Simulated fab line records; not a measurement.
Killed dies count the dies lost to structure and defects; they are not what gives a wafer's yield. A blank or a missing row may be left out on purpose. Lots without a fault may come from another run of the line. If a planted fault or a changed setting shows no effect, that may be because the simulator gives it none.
fab line records + flow n5Finfet
record:
- lots: 4
- wafers: 12
- lastDay: 16
route steps=1938 shown BEOL_M4@1099 BEOL_M5@1112 BEOL_M9@1458 PASSIVATION@1936
lots that met no fault: taken from a fault-free run of the same line
startH: hours from the record's first day to the start of the lot's first wafer shown + waitH: hours since the lot's step before + " unchanged from the row above + L1.1+2: a single row standing in for several wafers + - either no value or no given start + * or withheld: withheld + < > ~ a bound
route shown NAME@n: NAME is a module with steps in the file, n the number in the route of the first one + usual: mean/standard deviation taken from wafers without a fault + same: alike in all rows + chamber/n: place in a boat + sites: each site's reading + _std_site: how widely they spread, as a standard deviation + _edge_site: inner sites' mean taken away from outer sites' mean + radiusMm: for every site, how far away it sits from the centre of the wafer + mask NAME#n: copy n + behind: the tool/chamber that last shaped the wafer + hold: why the lot went on hold/how many hours it stayed there/how the hold came to an end + device: the n, p or np transistor that did not switch + end of line: at the end of the route, the tests of the same wafers + step lacking rows: just its recipe + killed: dies lost to structure and defects at the first sort, not the wafer's yield + map: a wafer's dies, marking killed ones x, the rest . and places with no die _
set.NAME: the setting that was run; set.NAME@STEP: the one run at that earlier step + model.NAME: the simulator's own value behind a step, which no gauge read
lots seen at some steps along the route; tables by step, rows by wafer
services: the hour from which a tool's chamber was out of use, counted from the record's first day as startH (under 0 if before that day), plus the number of hours and why
== steps ==
step: N5_BEOL_M4_ANNEAL_95
recipe:
- tempC: 400
- timeS: 240
- ambient: vacuum
step: N5_BEOL_M4_SPUTTER_96
recipe:
- material: Cu
- targetThkA: 45
- tempC: -20
- chamberPressurePa: 0.07
- powerW: withheld
- timeS: 8.29
step: N5_BEOL_M4_ECD_50
recipe:
- material: Cu
- targetThkA: 3000
step: N5_BEOL_M4_ANNEAL_51
recipe:
- tempC: 225
- timeS: 90
- ambient: N2
step: N5_BEOL_M4_CMP_52
recipe:
- stopOn: SiOC
- tOverpolishS: 6.8
- downForcePsi: 1
- platenRpm: 50
- clearingPlatenDownForcePsi: 1.5
- clearingPlatenRpm: 50
- postCmpClean: cuAlkaline
- targetThkNm: 40
- clearingPlatenPadVelocityMS: 0.99484
- padVelocityMS: 0.99484
step: N5_BEOL_M4_PRE_CLEAN_60
recipe:
- gas: NH3/H2
- timeS: 15
- tempC: *
- rfPowerW: 300
step: N5_BEOL_M4_CO_CAP_55
recipe:
- material: Co
- targetThkA: 20
- tempC: 200
- precursor: CCTBA/H2
- pressureTorr: 30
- timeS: 102.1
step: N5_BEOL_M4_PRE_CLEAN_56
recipe:
- gas: NH3
- timeS: 15
- tempC: withheld
- rfPowerW: 300
step: N5_BEOL_M4_DEP_57
recipe:
- material: SiCN
- targetThkA: 80
- tempC: withheld
- precursor: 3MS/NH3
- pressureTorr: 3
- rfW: 202
- timeS: 14
step: N5_BEOL_M4_RC_MEAS_101
usual:
- DIBL_N: 35.4/2.1
- DIBL_P: 34.8/2.6
- IOFF_N: 0.15/0.037
- IOFF_P: 0.19/0.037
- ION_N: 677/16
- ION_P: 462/9.3
- SS_N: 71.4/0.75
- SS_P: 72.9/0.77
- VT_N: 250/3.7
- VT_P: -251/3.5
| lot.wafer | tool      | chamber | startH | waitH | DIBL_N[mV/V] | DIBL_P[mV/V] | IOFF_N[nA/um] | IOFF_P[nA/um] | ION_N[uA/um] | ION_P[uA/um] | SS_N[mV/dec] | SS_P[mV/dec] | VT_N[mV] | VT_P[mV] |
|-----------|-----------|---------|--------|-------|--------------|--------------|---------------|---------------|--------------|--------------|--------------|--------------|----------|----------|
| L532.3    | prober-01 | 0       | 203.27 | 0.8   | 36.7         | 35.9         | 0.16          | 0.18          | 679          | 456          | 71.4         | 73.5         | 249      | -254     |
| L532.4    | "         | 0       | "      | "     | 36.7         | 36.0         | 0.17          | 0.19          | 693          | 467          | 72.0         | 72.7         | 248      | -254     |
| L532.5    | "         | 0       | "      | "     | 33.3         | 31.7         | 0.11          | 0.13          | 660          | 448          | 70.5         | 72.2         | 255      | -258     |
| L531.1    | prober-02 | 0       | 204.14 | 0.0   | 38.2         | 39.3         | 0.21          | 0.27          | 688          | 476          | 71.7         | 74.3         | 243      | -247     |
| L531.2    | "         | 0       | "      | "     | 31.5         | 31.1         | 0.10          | 0.14          | 655          | 455          | 70.4         | 71.9         | 253      | -256     |
| L531.5    | "         | 0       | "      | "     | 34.1         | 33.8         | 0.13          | 0.18          | 675          | 458          | 71.5         | 72.8         | 251      | -250     |
| L535.1    | prober-01 | 0       | 230.41 | 0.0   | 36.5         | 38.0         | 0.17          | 0.20          | 672          | 455          | 71.6         | 73.8         | 247      | -252     |
| L535.3    | "         | 0       | "      | "     | 30.1         | 29.5         | 0.08          | 0.12          | 652          | 453          | 69.9         | 71.4         | 255      | -258     |
| L535.6    | "         | 0       | "      | "     | 33.4         | 34.1         | 0.12          | 0.16          | 664          | 454          | 71.1         | 72.7         | 252      | -254     |
| L543.1    | prober-01 | 0       | 269.81 | 0.0   | 33.0         | 32.2         | 0.12          | 0.15          | 667          | 451          | 71.0         | 72.1         | 253      | -254     |
| L543.3    | "         | 0       | "      | "     | 36.1         | 35.6         | 0.17          | 0.19          | 693          | 462          | 71.9         | 72.9         | 252      | -252     |
| L543.5    | "         | 0       | "      | "     | 34.8         | 35.3         | 0.15          | 0.19          | 678          | 465          | 70.8         | 73.2         | 252      | -252     |
step: N5_BEOL_M5_ILD_DEP_00
recipe:
- material: SiCOH_lowk
- targetThkA: 1406.4
- tempC: 300
- precursor: DEMS/porogen
- pressureTorr: 5
- rfW: 500
- timeS: 25.9
step: N5_BEOL_M5_CURE_79
recipe:
- tempC: 385
- timeS: 240
- ambient: He/Ar
- material: SiCOH_lowk
step: N5_BEOL_M5_PECVD_70
recipe:
- material: SiO2
- targetThkA: 160
- tempC: 400
- precursor: TEOS/O2
- pressureTorr: 5.5
- rfW: 450
- teosFlowSccm: 53.8
- gas: O2
- flowSccm: 3000
- timeS: 18
step: N5_BEOL_M5_HM_DEP_02
recipe:
- material: TiN
- targetThkA: 200
- tempC: 25
- chamberPressurePa: 0.49996
step: N5_BEOL_M5_COAT_59
recipe:
- resist: SOC
- tempC: 250
- timeS: 60
- spinRpm: 1500
- resistThkNm: 60
step: N5_BEOL_M5_COAT_60
recipe:
- resist: SiARC
- tempC: 220
- timeS: 60
- spinRpm: 1500
- resistThkNm: 12
step: N5_BEOL_M5_COAT_71
recipe:
- resist: underlayer
- tempC: 205
- timeS: 60
- spinRpm: 1500
- resistThkNm: 5
step: N5_BEOL_M5_COAT_05
recipe:
- resist: CAR-EUV
- spinRpm: 1500
- resistThkNm: 30
step: N5_BEOL_M5_EBR_07
recipe:
- solvent: PGMEA
- ebrWidthMm: 1.5
step: N5_BEOL_M5_SOFTBAKE_06
recipe:
- tempC: 110
- timeS: 60
- resist: CAR-EUV
step: N5_BEOL_M5_EXPOSE_08
recipe:
- maskId: M5
- na: 0.33
- sourceShape: annular
- sigmaInner: 0.4
- sigmaOuter: 0.8
- polarization: unpolarized
- targetCdNm: 28
- doseMj: 35.75
step: N5_BEOL_M5_PEB_09
recipe:
- pebTempC: 100
- pebTimeS: 60
- resist: CAR-EUV
step: N5_BEOL_M5_DEVELOP_10
recipe:
- developTimeS: 30
- developer: TMAH
- resist: CAR-EUV
- rinseLiquid: surfactantRinse
- dry: airSpin
- devTempC: 23
step: N5_BEOL_M5_DESCUM_16
recipe:
- chemistry: O2
- timeS: 7
- sourcePowerW: 50
- biasPowerW: 20
- pressureMtorr: 20
- rfFrequencyHz: 2.712e+07
- tempC: 40
- resist: CAR-EUV
- o2FlowSccm: 225
step: N5_BEOL_M5_ETCH_72
recipe:
- chemistry: N2/H2
- target: underlayer
- targetDepthA: 65
- maskMaterial: CAR-EUV
- timeS: 5.2
- ionEnergyEv: 200
- pressureMtorr: 30
- sourceW: 840
- biasW: 150
- n2FlowSccm: 200
- h2FlowSccm: 200
- ends: cleared
step: N5_BEOL_M5_ETCH_61
recipe:
- chemistry: CF4
- target: SiARC
- targetDepthA: 156
- maskMaterial: CAR-EUV
- timeS: 26
- ionEnergyEv: 80
- pressureMtorr: 40
- sourceW: 545
- biasW: 36
- Ar_flow_sccm: 100
- cf4FlowSccm: 100
- ends: cleared
step: N5_BEOL_M5_ETCH_62
recipe:
- chemistry: N2/H2
- target: SOC
- targetDepthA: 750
- overetchA: 150
- maskMaterial: SiARC
- tempC: 40
- timeS: 112.5
- ionEnergyEv: 200
- pressureMtorr: 30
- sourceW: 840
- biasW: 150
- n2FlowSccm: 200
- h2FlowSccm: 200
step: N5_BEOL_M5_STRIP_63
recipe:
- chemistry: N2/H2
- tempC: 40
- n2FlowSccm: 200
- h2FlowSccm: 200
- rfFrequencyHz: 6e+07
step: N5_BEOL_M5_STRIP_73
recipe:
- chemistry: N2/H2
- tempC: 40
- n2FlowSccm: 200
- h2FlowSccm: 200
- rfFrequencyHz: 6e+07
step: N5_BEOL_M5_STRIP_64
recipe:
- chemistry: CF4
- resist: SiARC
- powerW: 300
- biasPowerW: 75
- pressureMtorr: 50
- cf4FlowSccm: 150
- rfFrequencyHz: 6e+07
step: N5_BEOL_M5_HM_OPEN_17
recipe:
- chemistry: Cl2/BCl3
- targetDepthA: 200
- overetchA: 60
- target: TiN
- maskMaterial: SOC
- ionEnergyEv: 150
- pressureMtorr: 10
- icpW: 1000
- biasW: 126
- Cl2_flow_sccm: 53.25
- bcl3FlowSccm: 21.75
- Ar_flow_sccm: 25
step: N5_BEOL_M5_STRIP_19
recipe:
- chemistry: O2
- powerW: 400
- tempC: 40
- pressureMtorr: 30
- rfFrequencyHz: 6e+07
- biasPowerW: 0
- overashFraction: 0.2
- o2FlowSccm: 225
step: N5_BEOL_M5_COAT_65
recipe:
- resist: SOC
- tempC: 250
- timeS: 60
- spinRpm: 1500
- resistThkNm: 60
step: N5_BEOL_M5_COAT_66
recipe:
- resist: SiARC
- tempC: 220
- timeS: 60
- spinRpm: 1500
- resistThkNm: 12
step: N5_BEOL_M9_ALD_74
recipe:
- material: TaN
- targetThkA: 20
- tempC: 275
- aldPrecursorFamily: PDMAT
- aldCoReactant: NH3
- pressureTorr: 3
- carrierFlowSccm: 1500
- pulseTimeS: 2
- purgeTimeS: 3
- coReactantPurgeTimeS: 2
- coReactantPulseTimeS: 3
- aldCycles: 40
- precursorVesselTempC: 75
- precursorVesselPressureTorr: 26.25
- precursorVesselCarrierSccm: 1000
usual:
- aldCycles: 40/0
- chamberPressureTorr: 3.000/0.0068
- coReactantPurgeTimeS: 2/0
- heaterPowerW: 411/22
| lot.wafer | tool        | chamber | startH | waitH | aldCycles | chamberPressureTorr | coReactantPurgeTimeS | heaterPowerW |
|-----------|-------------|---------|--------|-------|-----------|---------------------|----------------------|--------------|
| L531.1    | aldMetal-04 | 2       | 254.37 | 0.0   | -         | -                   | -                    | -            |
| L531.2    | "           | 1       | "      | "     | -         | -                   | -                    | -            |
| L531.5    | "           | 0       | "      | "     | -         | -                   | -                    | -            |
| L532.3    | aldMetal-02 | 0       | 254.61 | 0.1   | -         | -                   | -                    | -            |
| L532.4    | "           | 2       | "      | "     | -         | -                   | -                    | -            |
| L532.5    | "           | 3       | "      | "     | -         | -                   | -                    | -            |
| L535.1    | aldMetal-02 | 0       | 283.19 | 0.0   | 40        | 2.992               | 2                    | 399          |
| L535.3    | "           | 3       | "      | "     | 40        | 3.003               | 2                    | 414          |
| L535.6    | "           | 1       | "      | "     | 40        | 2.990               | 2                    | 406          |
| L543.1    | aldMetal-02 | 0       | 315.93 | 0.2   | 40        | 2.991               | 2                    | 418          |
| L543.3    | "           | 1       | "      | "     | 40        | 2.998               | 2                    | 408          |
| L543.5    | "           | 0       | "      | "     | 40        | 3.013               | 2                    | 399          |
step: N5_BEOL_M9_CMP_52
recipe:
- stopOn: SiCOH_lowk
- tOverpolishS: 7
- downForcePsi: 1
- platenRpm: 50
- clearingPlatenDownForcePsi: 1.5
- clearingPlatenRpm: 50
- postCmpClean: cuAlkaline
- targetThkNm: 140
- clearingPlatenPadVelocityMS: 0.99484
- padVelocityMS: 0.99484
usual:
- barrierFieldEndpointS: 28.6/0.97
- motorCurrentA: 6.1/0.5
- padLifeWafers: 905/620
- slurryFlowMlMin: 150.0/0.46
| lot.wafer | tool   | chamber | startH | waitH | barrierFieldEndpointS | motorCurrentA | padLifeWafers | slurryFlowMlMin |
|-----------|--------|---------|--------|-------|-----------------------|---------------|---------------|-----------------|
| L531.1    | cmp-03 | 3       | 255.44 | 0.3   | 24.4                  | 6.4           | 925           | 150.1           |
| L531.2    | "      | 0       | "      | "     | 25.0                  | 6.8           | 926           | 149.6           |
| L531.5    | "      | 3       | "      | "     | 24.5                  | 6.3           | -             | 149.3           |
| L532.4    | cmp-02 | 0       | 255.69 | 0.1   | 27.6                  | 6.0           | 102           | 150.3           |
| L532.3    | "      | 2       | "      | "     | 26.0                  | 6.6           | 104           | 150.3           |
| L532.5    | "      | 0       | "      | "     | 27.5                  | 6.0           | -             | 149.7           |
| L535.3    | cmp-04 | 0       | 284.71 | 0.2   | 28.3                  | 6.0           | 318           | 150.2           |
| L535.1    | "      | 1       | "      | "     | 28.7                  | 6.2           | 319           | 150.3           |
| L535.6    | "      | 1       | "      | "     | 28.8                  | 6.6           | -             | 149.8           |
| L543.1    | cmp-02 | 0       | 317.04 | 0.3   | 29.8                  | 5.8           | 596           | 150.2           |
| L543.3    | "      | 1       | "      | "     | 29.9                  | 5.8           | 597           | 150.9           |
| L543.5    | "      | 2       | "      | "     | 29.1                  | 6.5           | -             | 150.0           |
step: N5_PASSIVATION_PROBE_49
usual:
- defectLimitedYield: 90.5/1.7
- killed_at_M0_to_M3: 37/12
- killed_at_M4_up: 14/5.2
- killedAtContacts: 12/5.9
- killedAtFrontEnd: 45/14
- killedAtOther: 3.5/2.8
- killedDies: 112/21
- killedOnRim: 15/4.5
- killedOpen: 73/15
- killedShort: 36/8.9
- sort_bin_4_leakage: 0.00/0.007
- sort_bin_5_function: 5.6/1.2
- sort_bin_6_memory: 3.5/0.68
- sortNPass: 1068/21
- sortYieldPct: 90.5/1.8
same:
- grossDies: 1180
- killedAtBackSide: 0
- sort_bin_8_speed[%]: 0
| lot.wafer | tool      | chamber | startH | waitH | defectLimitedYield[%] | killed_at_M0_to_M3 | killed_at_M4_up | killedAtContacts | killedAtFrontEnd | killedAtOther | killedDies | killedOnRim | killedOpen | killedShort | sort_bin_4_leakage[%] | sort_bin_5_function[%] | sort_bin_6_memory[%] | sortNPass | sortYieldPct[%] |
|-----------|-----------|---------|--------|-------|-----------------------|--------------------|-----------------|------------------|------------------|---------------|------------|-------------|------------|-------------|-----------------------|------------------------|----------------------|-----------|-----------------|
| L531.1    | prober-02 | -       | 319.63 | 0.0   | 0                     | 50                 | 1046            | 6                | 76               | 2             | 1180       | 152         | 88         | 54          | 87.88                 | 7.5                    | 3.9                  | 0         | 0               |
| L531.2    | prober-02 | -       | 319.68 | 0.1   | 0                     | 37                 | 1064            | 1                | 76               | 2             | 1180       | 152         | 79         | 44          | 88.81                 | 6.4                    | 4.1                  | 0         | 0               |
| L531.5    | prober-02 | -       | 319.83 | 0.2   | 0                     | 43                 | 1066            | 11               | 59               | 1             | 1180       | 152         | 82         | 38          | 89.66                 | 6.1                    | 3.6                  | 0         | 0               |
| L532.3    | prober-02 | -       | 324.37 | 0.1   | 0                     | 52                 | 1085            | 11               | 29               | 3             | 1180       | 152         | 69         | 40          | 90.68                 | 4.8                    | 4.2                  | 0         | 0               |
| L532.4    | prober-02 | -       | 324.42 | 0.2   | 0                     | 66                 | 1051            | 13               | 44               | 6             | 1180       | 152         | 80         | 67          | 87.54                 | 8.0                    | 4.2                  | 0         | 0               |
| L532.5    | prober-02 | -       | 324.47 | 0.2   | 0                     | 59                 | 1067            | 22               | 30               | 2             | 1180       | 152         | 93         | 34          | 89.24                 | 6.0                    | 4.4                  | 0         | 0               |
| L535.1    | prober-01 | -       | 342.61 | 0.0   | 91.1                  | 26                 | 15              | 9                | 53               | 2             | 105        | 13          | 63         | 42          | 0                     | 4.6                    | 3.6                  | 1075      | 91.1            |
| L535.3    | prober-01 | -       | 342.71 | 0.1   | 92.0                  | 27                 | 8               | 17               | 42               | 0             | 94         | 13          | 59         | 34          | 0                     | 4.5                    | 2.9                  | 1086      | 92.0            |
| L535.6    | prober-01 | -       | 342.86 | 0.3   | 91.9                  | 36                 | 13              | 11               | 32               | 4             | 96         | 14          | 68         | 26          | 0                     | 5.3                    | 2.8                  | 1084      | 91.9            |
| L543.1    | prober-01 | -       | 379.61 | 0.4   | 90.7                  | 31                 | 11              | 18               | 47               | 3             | 110        | 14          | 73         | 36          | 0                     | 4.2                    | 4.7                  | 1070      | 90.7            |
| L543.3    | prober-01 | -       | 379.71 | 0.5   | 91.2                  | 39                 | 16              | 21               | 27               | 1             | 104        | 13          | 58         | 45          | 0                     | 5.6                    | 2.6                  | 1076      | 91.2            |
| L543.5    | prober-01 | -       | 379.81 | 0.6   | 92.3                  | 17                 | 16              | 20               | 38               | 0             | 91         | 12          | 58         | 32          | 0                     | 5.0                    | 2.5                  | 1089      | 92.3            |
killed by level:class
L531.1 BEOL_M9:areaAld=1037 FIN_SAQP:geometricParticle:open=22 STI_FIN_REVEAL:geometricParticle:open=21 BEOL_M0_SAQP:geometricParticle:open=18 BEOL_M0_SAQP:geometricParticle:short=18 FIN_SAQP:geometricParticle:short=11 GATE_CUT:geometricParticle:short=11 BEOL_M3:geometricParticle:open=5
L531.2 BEOL_M9:areaAld=1047 STI_FIN_REVEAL:geometricParticle:open=26 BEOL_M0_SAQP:geometricParticle:open=17 FIN_SAQP:geometricParticle:short=12 BEOL_M0_SAQP:geometricParticle:short=12 FIN_SAQP:geometricParticle:open=10 BEOL_M4:geometricParticle:open=9 HKMG_FIN:areaEtch=8
L531.5 BEOL_M9:areaAld=1058 STI_FIN_REVEAL:geometricParticle:open=22 BEOL_M0_SAQP:geometricParticle:short=17 BEOL_M0_SAQP:geometricParticle:open=13 FIN_SAQP:geometricParticle:open=12 FIN_SAQP:geometricParticle:short=11 MOL_CONTACT_COAG:geometricParticle:open=11 BEOL_M2:geometricParticle:open=8
L532.3 BEOL_M9:areaAld=1068 BEOL_M3:geometricParticle:open=17 BEOL_M0_SAQP:geometricParticle:short=15 MOL_CONTACT_COAG:geometricParticle:open=9 FIN_SAQP:geometricParticle:open=5 BEOL_M0_SAQP:geometricParticle:open=5 BEOL_M4:geometricParticle:open=5 STARTING-WAFER:geometricParticle:short=5
L532.4 BEOL_M9:areaAld=1033 BEOL_M0_SAQP:geometricParticle:short=19 BEOL_M0_SAQP:geometricParticle:open=14 MOL_CONTACT_COAG:geometricParticle:open=9 DUMMY_GATE:geometricParticle:open=9 BEOL_M2:geometricParticle:open=8 BEOL_M3:geometricParticle:short=8 FIN_SAQP:geometricParticle:open=6
L532.5 BEOL_M9:areaAld=1052 BEOL_M0_SAQP:geometricParticle:open=22 MOL_CONTACT_COAG:geometricParticle:open=21 BEOL_M0_SAQP:geometricParticle:short=13 DUMMY_GATE:geometricParticle:open=9 BEOL_M3:geometricParticle:open=8 BEOL_M2:geometricParticle:open=7 BEOL_M4:geometricParticle:open=7
L535.1 FIN_SAQP:geometricParticle:open=19 FIN_SAQP:geometricParticle:short=14 MOL_CONTACT_COAG:geometricParticle:open=6 BEOL_M1:geometricParticle:open=5 SPACER0:geometricParticle:short=4 BEOL_M0_SAQP:geometricParticle:short=4 BEOL_M7:geometricParticle:open=4 GATE_CUT:geometricParticle:short=3
L535.3 MOL_CONTACT_COAG:geometricParticle:open=12 FIN_SAQP:geometricParticle:short=9 STI_FIN_REVEAL:geometricParticle:open=8 BEOL_M0_SAQP:geometricParticle:short=7 FIN_SAQP:geometricParticle:open=6 BEOL_M3:geometricParticle:open=6 BEOL_M0_SAQP:geometricParticle:open=5 MOL_CONTACT_COAG:geometricParticle:short=5
L535.6 STI_FIN_REVEAL:geometricParticle:open=10 MOL_CONTACT_COAG:geometricParticle:open=8 BEOL_M0_SAQP:geometricParticle:short=8 BEOL_M2:geometricParticle:open=7 BEOL_M3:geometricParticle:open=7 BEOL_M4:geometricParticle:open=7 BEOL_M0_SAQP:geometricParticle:open=6 FIN_SAQP:geometricParticle:short=4
L543.1 MOL_CONTACT_COAG:geometricParticle:open=15 FIN_SAQP:geometricParticle:open=13 BEOL_M0_SAQP:geometricParticle:open=12 FIN_SAQP:geometricParticle:short=10 STARTING-WAFER:geometricParticle:short=6 BEOL_M1:geometricParticle:open=5 BEOL_M0_SAQP:geometricParticle:short=4 BEOL_M3:geometricParticle:open=3
L543.3 BEOL_M0_SAQP:geometricParticle:short=14 BEOL_M0_SAQP:geometricParticle:open=13 MOL_CONTACT_COAG:geometricParticle:open=12 MOL_CONTACT_COAG:geometricParticle:short=8 FIN_SAQP:geometricParticle:short=7 BEOL_M4:geometricParticle:open=6 STI_FIN_REVEAL:geometricParticle:open=4 BEOL_M1:geometricParticle:short=4
L543.5 MOL_CONTACT_COAG:geometricParticle:open=13 FIN_SAQP:geometricParticle:open=12 FIN_SAQP:geometricParticle:short=9 MOL_CONTACT_COAG:geometricParticle:short=7 BEOL_M0_SAQP:geometricParticle:open=6 BEOL_M0_SAQP:geometricParticle:short=6 BEOL_M8:geometricParticle:open=5 BEOL_M4:geometricParticle:open=5
map L531.1 (x killed, . not)
_________________xxxxxxxxxxxx________________
______________xxxxxxxxxxxxxxxxxx_____________
___________xxxxxxxxxxxxxxxxxxxxxxxx__________
__________xxxxxxxxxxxxxxxxxxxxxxxxxx_________
________xxxxxxxxxxxxxxxxxxxxxxxxxxxxxx_______
_______xxxxxxxxxxxxxxxxxxxxxxxxxxxxxxxx______
______xxxxxxxxxxxxxxxxxxxxxxxxxxxxxxxxxx_____
_____xxxxxxxxxxxxxxxxxxxxxxxxxxxxxxxxxxxx____
____xxxxxxxxxxxxxxxxxxxxxxxxxxxxxxxxxxxxxx___
___xxxxxxxxxxxxxxxxxxxxxxxxxxxxxxxxxxxxxxxx__
___xxxxxxxxxxxxxxxxxxxxxxxxxxxxxxxxxxxxxxxx__
__xxxxxxxxxxxxxxxxxxxxxxxxxxxxxxxxxxxxxxxxxx_
__xxxxxxxxxxxxxxxxxxxxxxxxxxxxxxxxxxxxxxxxxx_
_xxxxxxxxxxxxxxxxxxxxxxxxxxxxxxxxxxxxxxxxxxxx
_xxxxxxxxxxxxxxxxxxxxxxxxxxxxxxxxxxxxxxxxxxxx
_xxxxxxxxxxxxxxxxxxxxxxxxxxxxxxxxxxxxxxxxxxxx
_xxxxxxxxxxxxxxxxxxxxxxxxxxxxxxxxxxxxxxxxxxxx
_xxxxxxxxxxxxxxxxxxxxxxxxxxxxxxxxxxxxxxxxxxxx
_xxxxxxxxxxxxxxxxxxxxxxxxxxxxxxxxxxxxxxxxxxxx
_xxxxxxxxxxxxxxxxxxxxxxxxxxxxxxxxxxxxxxxxxxxx
_xxxxxxxxxxxxxxxxxxxxxxxxxxxxxxxxxxxxxxxxxxxx
__xxxxxxxxxxxxxxxxxxxxxxxxxxxxxxxxxxxxxxxxxx_
__xxxxxxxxxxxxxxxxxxxxxxxxxxxxxxxxxxxxxxxxxx_
___xxxxxxxxxxxxxxxxxxxxxxxxxxxxxxxxxxxxxxxx__
___xxxxxxxxxxxxxxxxxxxxxxxxxxxxxxxxxxxxxxxx__
____xxxxxxxxxxxxxxxxxxxxxxxxxxxxxxxxxxxxxx___
_____xxxxxxxxxxxxxxxxxxxxxxxxxxxxxxxxxxxx____
______xxxxxxxxxxxxxxxxxxxxxxxxxxxxxxxxxx_____
_______xxxxxxxxxxxxxxxxxxxxxxxxxxxxxxxx______
________xxxxxxxxxxxxxxxxxxxxxxxxxxxxxx_______
__________xxxxxxxxxxxxxxxxxxxxxxxxxx_________
___________xxxxxxxxxxxxxxxxxxxxxxxx__________
______________xxxxxxxxxxxxxxxxxx_____________
_________________xxxxxxxxxxxx________________
map L532.3 (x killed, . not)
_________________xxxxxxxxxxxx________________
______________xxxxxxxxxxxxxxxxxx_____________
___________xxxxxxxxxxxxxxxxxxxxxxxx__________
__________xxxxxxxxxxxxxxxxxxxxxxxxxx_________
________xxxxxxxxxxxxxxxxxxxxxxxxxxxxxx_______
_______xxxxxxxxxxxxxxxxxxxxxxxxxxxxxxxx______
______xxxxxxxxxxxxxxxxxxxxxxxxxxxxxxxxxx_____
_____xxxxxxxxxxxxxxxxxxxxxxxxxxxxxxxxxxxx____
____xxxxxxxxxxxxxxxxxxxxxxxxxxxxxxxxxxxxxx___
___xxxxxxxxxxxxxxxxxxxxxxxxxxxxxxxxxxxxxxxx__
___xxxxxxxxxxxxxxxxxxxxxxxxxxxxxxxxxxxxxxxx__
__xxxxxxxxxxxxxxxxxxxxxxxxxxxxxxxxxxxxxxxxxx_
__xxxxxxxxxxxxxxxxxxxxxxxxxxxxxxxxxxxxxxxxxx_
_xxxxxxxxxxxxxxxxxxxxxxxxxxxxxxxxxxxxxxxxxxxx
_xxxxxxxxxxxxxxxxxxxxxxxxxxxxxxxxxxxxxxxxxxxx
_xxxxxxxxxxxxxxxxxxxxxxxxxxxxxxxxxxxxxxxxxxxx
_xxxxxxxxxxxxxxxxxxxxxxxxxxxxxxxxxxxxxxxxxxxx
_xxxxxxxxxxxxxxxxxxxxxxxxxxxxxxxxxxxxxxxxxxxx
_xxxxxxxxxxxxxxxxxxxxxxxxxxxxxxxxxxxxxxxxxxxx
_xxxxxxxxxxxxxxxxxxxxxxxxxxxxxxxxxxxxxxxxxxxx
_xxxxxxxxxxxxxxxxxxxxxxxxxxxxxxxxxxxxxxxxxxxx
__xxxxxxxxxxxxxxxxxxxxxxxxxxxxxxxxxxxxxxxxxx_
__xxxxxxxxxxxxxxxxxxxxxxxxxxxxxxxxxxxxxxxxxx_
___xxxxxxxxxxxxxxxxxxxxxxxxxxxxxxxxxxxxxxxx__
___xxxxxxxxxxxxxxxxxxxxxxxxxxxxxxxxxxxxxxxx__
____xxxxxxxxxxxxxxxxxxxxxxxxxxxxxxxxxxxxxx___
_____xxxxxxxxxxxxxxxxxxxxxxxxxxxxxxxxxxxx____
______xxxxxxxxxxxxxxxxxxxxxxxxxxxxxxxxxx_____
_______xxxxxxxxxxxxxxxxxxxxxxxxxxxxxxxx______
________xxxxxxxxxxxxxxxxxxxxxxxxxxxxxx_______
__________xxxxxxxxxxxxxxxxxxxxxxxxxx_________
___________xxxxxxxxxxxxxxxxxxxxxxxx__________
______________xxxxxxxxxxxxxxxxxx_____________
_________________xxxxxxxxxxxx________________
== services ==
| tool        | chamber | startH | hours | kind                          |
|-------------|---------|--------|-------|-------------------------------|
| aldMetal-02 | -       | 238.32 | 2.8   | pm                            |
| cmp-02      | -       | 240.93 | 4.0   | pm                            |
| cmp-04      | -       | 242.38 | 4.0   | pm                            |
| cmp-02      | -       | 244.93 | -     | consumableReplace:conditioner |
| cmp-02      | -       | 244.93 | -     | consumableReplace:pad         |
| cmp-04      | -       | 246.38 | -     | consumableReplace:conditioner |
| cmp-04      | -       | 246.38 | -     | consumableReplace:pad         |
| aldMetal-02 | 1       | 259.77 | 20.7  | repair                        |
| cmp-03      | -       | 265.13 | 2.8   | repair                        |
| cmp-03      | -       | 276.80 | 1.5   | repair                        |
| cmp-04      | -       | 285.10 | 1.0   | repair                        |
| cmp-03      | -       | 299.54 | 3.2   | repair                        |
| aldMetal-04 | -       | 312.26 | 1.2   | pm                            |
== key ==
firstSign:
- step: N5_BEOL_M9_ALD_74
- reading: toolRecord
- direction: missing
effect:
- step: N5_BEOL_M9_CMP_52
- reading: barrierFieldEndpointS
- direction: down
- sigmas: 2.8
- usual: 28.6
- struck: 25.8
effect:
- step: N5_PASSIVATION_PROBE_49
- reading: sort_bin_4_leakage
- direction: up
- sigmas: 99+
- usual: 0.00
- struck: 88.97
moreKillsBornAt:
- N5_BEOL_M9_ALD_74@aldMetal-02: 3156
- N5_BEOL_M9_ALD_74@aldMetal-04: 3143
metAt N5_BEOL_M9_ALD_74
struckWafers L531.1,L531.2,L531.5,L532.3,L532.4,L532.5
laterRowsLeftOut L531.1,L531.2,L531.5,L532.3,L532.4,L532.5
fault:
- kind: skippedStepWhole
- tool: aldMetal-02,aldMetal-04
- chamber: -
- onsetH: 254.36
- steps: N5_BEOL_M9_ALD_74
- scope: struckLotsOnly
laterRowsLeftOut: the simulator's readings of these wafers behind a module that went badly wrong aren't trusted and aren't shown, but for the sort
